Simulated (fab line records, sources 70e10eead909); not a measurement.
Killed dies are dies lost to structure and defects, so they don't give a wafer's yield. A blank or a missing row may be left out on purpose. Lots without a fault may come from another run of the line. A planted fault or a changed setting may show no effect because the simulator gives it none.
fab line records | flow nand_harc
record lots=14 wafers=42 last_day=33
route steps=1302 shown A_START@389 A_ONON_D1@428 END@1302
lots that met no fault: from a run of the same line without faults
start_h: hours from the record's first day to the start of the lot's first wafer shown | wait_h: hours since the lot's step before | " the same as in the row above | L1.1+2: a row that stands for several wafers | - no value, or no start given | * or withheld: withheld | < > ~ a bound
route shown NAME@n: a module of which the file shows steps, and the number in the route of the first | usual: mean/standard deviation of fault-free wafers | same: alike in all rows | chamber/n: place in a boat | sites: the reading at each site | _std_site: their standard deviation | _edge_site: outer sites' mean less inner sites' | radius_mm: how far each site lies from the wafer's centre | mask NAME#n: copy n | behind: the tool/chamber that last shaped the wafer | hold: why the lot was held/for how many hours/how that ended | device: the transistor (n, p or np) that didn't switch | end of line: the same wafers' tests at the end of the route | a step without rows: its recipe alone | killed: dies lost to structure and defects at the first sort, not the wafer's yield | map: a wafer's dies, x killed, . not, _ none there
set.NAME: the setting as run; set.NAME@STEP: as run at that earlier step | model.NAME: the simulator's own value behind a step, which no gauge read
steps of the route over a sample of lots; a table a step, a row a wafer
services: from which hour (start_h, from the record's first day; less than 0 if before it) a tool's chamber was out of use, for how many hours, and why
## steps
# step NHARC_A_START_INSPECT_01
# usual raw_defect_count=3.5/1.7
# columns lot.wafer tool chamber start_h wait_h raw_defect_count
L132.4 defect_inspect-01 - 145.44 - 2
L132.5 " - " " 6
L132.6 " - " " 2
L133.3 defect_inspect-02 - 146.13 - 0
L133.4 " - " " 2
L133.5 " - " " 5
L134.3 defect_inspect-02 - 161.46 - 4
L134.4 " - " " 4
L134.5 " - " " 6
L135.1 defect_inspect-02 - 163.24 - 1
L135.4 " - " " 4
L135.5 " - " " 2
L137.1 defect_inspect-01 - 188.42 - 6
L137.4 " - " " 3
L137.5 " - " " 4
L139.2 defect_inspect-02 - 209.11 - 1
L139.3 " - " " 2
L139.6 " - " " 1
L138.1 defect_inspect-02 - 209.43 - 4
L138.3 " - " " 3
L138.6 " - " " 5
L140.1 defect_inspect-01 - 222.37 - 4
L140.2 " - " " 5
L140.5 " - " " 5
L143.1 defect_inspect-01 - 245.16 - 3
L143.4 " - " " 4
L143.6 " - " " 3
L144.1 defect_inspect-01 - 252.62 - 2
L144.2 " - " " 3
L144.5 " - " " 2
L145.3 defect_inspect-01 - 269.75 - 4
L145.4 " - " " 5
L145.5 " - " " 5
L147.1 defect_inspect-01 - 284.00 - 4
L147.4 " - " " 8
L147.5 " - " " 3
L152.1 defect_inspect-02 - 339.18 - 1
L152.2 " - " " 3
L152.5 " - " " 4
L154.2 defect_inspect-01 - 363.79 - 4
L154.3 " - " " 5
L154.5 " - " " 7
# step NHARC_A_ONON_D1_DEP_06
# recipe target_thk_a=10000 n2_flow_sccm=2750 n2o_flow_sccm=2000 nh3_flow_sccm=500 sih4_flow_sccm=210 temp_c=400
# columns lot.wafer tool chamber start_h wait_h
L133.3+4+5 pecvd_onon-04 0 169.04 0.2
L132.4+5+6 pecvd_onon-03 0 169.10 0.2
L135.1+4+5 pecvd_onon-04 0 185.60 0.1
L134.3+4+5 pecvd_onon-03 0 185.71 0.2
L137.1+4+5 pecvd_onon-03 0 211.79 0.1
L138.1+3+6 pecvd_onon-04 0 234.27 0.1
L139.2+3+6 pecvd_onon-02 0 234.34 0.1
L140.1+2+5 pecvd_onon-03 0 246.23 0.1
L143.1+4+6 pecvd_onon-03 0 270.08 0.1
L144.1+2+5 pecvd_onon-02 0 275.67 0.1
L145.3+4+5 pecvd_onon-03 0 294.02 0.2
L147.1+4+5 pecvd_onon-02 0 309.80 0.1
L152.1+2+5 pecvd_onon-03 0 362.82 0.1
L154.2+3+5 pecvd_onon-03 0 384.69 0.1
# step NHARC_A_ONON_D1_THK_MEAS_08
# recipe thk_meas_gauge=ellipsometry
# usual thk_nm=998/10
# columns lot.wafer tool chamber start_h wait_h thk_nm
L133.3 film_metro-01 - 169.43 - 1009
L133.4 " - " " 1007
L133.5 " - " " 1008
L132.4 film_metro-02 - 169.43 - 981
L132.5 " - " " 982
L132.6 " - " " 983
L135.1 film_metro-01 - 186.11 - 993
L135.4 " - " " 992
L135.5 " - " " 993
L134.3 film_metro-02 - 186.11 - 1014
L134.4 " - " " 1013
L134.5 " - " " 1012
L137.1 film_metro-01 - 212.30 - 993
L137.4 " - " " 992
L137.5 " - " " 993
L138.1 film_metro-01 - 234.77 - 1008
L138.3 " - " " 1006
L138.6 " - " " 1007
L139.2 film_metro-02 - 234.80 - 984
L139.3 " - " " 985
L139.6 " - " " 985
L140.1 film_metro-01 - 246.74 - 996
L140.2 " - " " 994
L140.5 " - " " 995
L143.1 film_metro-01 - 270.60 - 1003
L143.4 " - " " 1005
L143.6 " - " " 1004
L144.1 film_metro-01 - 276.17 - 1001
L144.2 " - " " 1004
L144.5 " - " " 1000
L145.3 film_metro-02 - 294.42 - 993
L145.4 " - " " 993
L145.5 " - " " 992
L147.1 film_metro-02 - 310.31 - 1004
L147.4 " - " " 1005
L147.5 " - " " 1005
L152.1 film_metro-02 - 363.33 - 597
L152.2 " - " " 598
L152.5 " - " " 598
L154.2 film_metro-01 - 385.14 - 585
L154.3 " - " " 584
L154.5 " - " " 584
# step NHARC_END_SORT_01
# recipe temp_c=25
# usual killed_at_array=52/16 killed_at_other=0.8/0.98 killed_at_periphery=4.2/2.9 killed_dies=57/16 killed_open=3.3/1.9 killed_short=2.5/1.5
# same gross_dies=677
# columns lot.wafer tool chamber start_h wait_h killed_at_array killed_at_other killed_at_periphery killed_dies killed_open killed_short
L152.1 prober-01 0 761.84 2.5 673 1 3 677 3 1
L152.2 prober-01 0 762.66 2.8 673 1 3 677 2 0
L152.5 prober-01 0 765.12 3.8 669 0 8 677 4 3
L154.2 prober-02 0 781.06 2.8 672 3 2 677 3 0
L154.3 prober-02 0 781.86 3.1 675 1 1 677 3 4
L154.5 prober-02 0 783.47 3.7 672 1 4 677 4 4
# killed by level:class
L152.1 A_ONON_D1:area_dep=620 A_SLIT:chamber_film_flake=27 A_CHANNEL_HOLE_D1:chamber_film_flake=17 P_GATE:chamber_film_flake=3 A_DECK1_JOINT:chamber_film_flake=2 A_DECK1_JOINT:geometric_particle:open=1 A_M0:geometric_particle:open=1 A_M0:geometric_particle:short=1
L152.2 A_ONON_D1:area_dep=621 A_SLIT:chamber_film_flake=34 A_CHANNEL_HOLE_D1:chamber_film_flake=10 A_CONTACT:chamber_film_flake=4 P_GATE:chamber_film_flake=2 A_STAIRCASE:chamber_film_flake=2 P_GATE:geometric_particle:open=1 A_CHANNEL_FILL_D2:geometric_particle:open=1
L152.5 A_ONON_D1:area_dep=639 A_SLIT:chamber_film_flake=18 A_CHANNEL_HOLE_D1:chamber_film_flake=6 P_GATE:chamber_film_flake=3 P_GATE:geometric_particle:short=2 A_STAIRCASE:chamber_film_flake=2 A_CONTACT:chamber_film_flake=2 P_GATE:geometric_particle:open=1
L154.2 A_ONON_D1:area_dep=641 A_SLIT:chamber_film_flake=19 A_CONTACT:chamber_film_flake=3 THIN_TSV:chamber_film_flake=3 A_CHANNEL_FILL_D1:chamber_film_flake=2 A_CHANNEL_FILL_D2:chamber_film_flake=2 P_GATE:geometric_particle:open=1 P_M0:geometric_particle:open=1
L154.3 A_ONON_D1:area_dep=638 A_SLIT:chamber_film_flake=23 A_CONTACT:chamber_film_flake=3 A_WL_FILL:geometric_particle:short=2 A_CHANNEL_FILL_D1:chamber_film_flake=2 A_CHANNEL_FILL_D1:geometric_particle:open=1 A_DECK1_JOINT:geometric_particle:short=1 A_CHANNEL_FILL_D2:geometric_particle:short=1
L154.5 A_ONON_D1:area_dep=634 A_SLIT:chamber_film_flake=16 A_CONTACT:chamber_film_flake=9 A_CHANNEL_FILL_D1:chamber_film_flake=3 A_DECK1_JOINT:chamber_film_flake=2 A_BONDPAD:chamber_film_flake=2 P_CONTACT:geometric_particle:open=1 P_M0:geometric_particle:open=1
## services
# columns tool chamber start_h hours kind
pecvd_onon-02 - 185.00 13.0 pm
pecvd_onon-03 - 227.00 13.0 pm
pecvd_onon-02 - 289.69 2.5 repair
pecvd_onon-04 - 311.32 13.0 pm
pecvd_onon-02 - 366.00 13.0 pm
## key
first_sign step=NHARC_A_ONON_D1_THK_MEAS_08 reading=thk_nm direction=down sigmas=40 usual=998 struck=591
effect step=NHARC_END_SORT_01 reading=killed_at_array direction=up sigmas=39 usual=52 struck=672
more_kills_born_at NHARC_A_ONON_D1_DEP_06@pecvd_onon-03=3793
met_at NHARC_A_ONON_D1_DEP_06
struck_lots L152,L154
struck_wafers L152.1,L152.2,L152.5,L154.2,L154.3,L154.5
later_rows_left_out L152.1,L152.2,L152.5,L154.2,L154.3,L154.5
tester_left_out L152,L154
not_acting_at NHARC_A_START_INSPECT_01
onset_between 294.02 362.82
also_fits time
fault kind=process_parameter_drift tool=pecvd_onon-03 chamber=0 onset_h=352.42 steps=NHARC_A_ONON_D1_DEP_06 channel=target_thk_a offset=* shape=step end_h=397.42 acts_in=* stated=*
# tester_left_out: of these lots the tester's yield and bins aren't shown, on N5 and GAA mostly nor the transistor test; their killed dies are dies lost to structure and defects alone, not to doping, threshold or leakage, so they don't give the yield
# later_rows_left_out: the simulator's readings of these wafers behind a module that went badly wrong aren't trusted and aren't shown, but for the sort
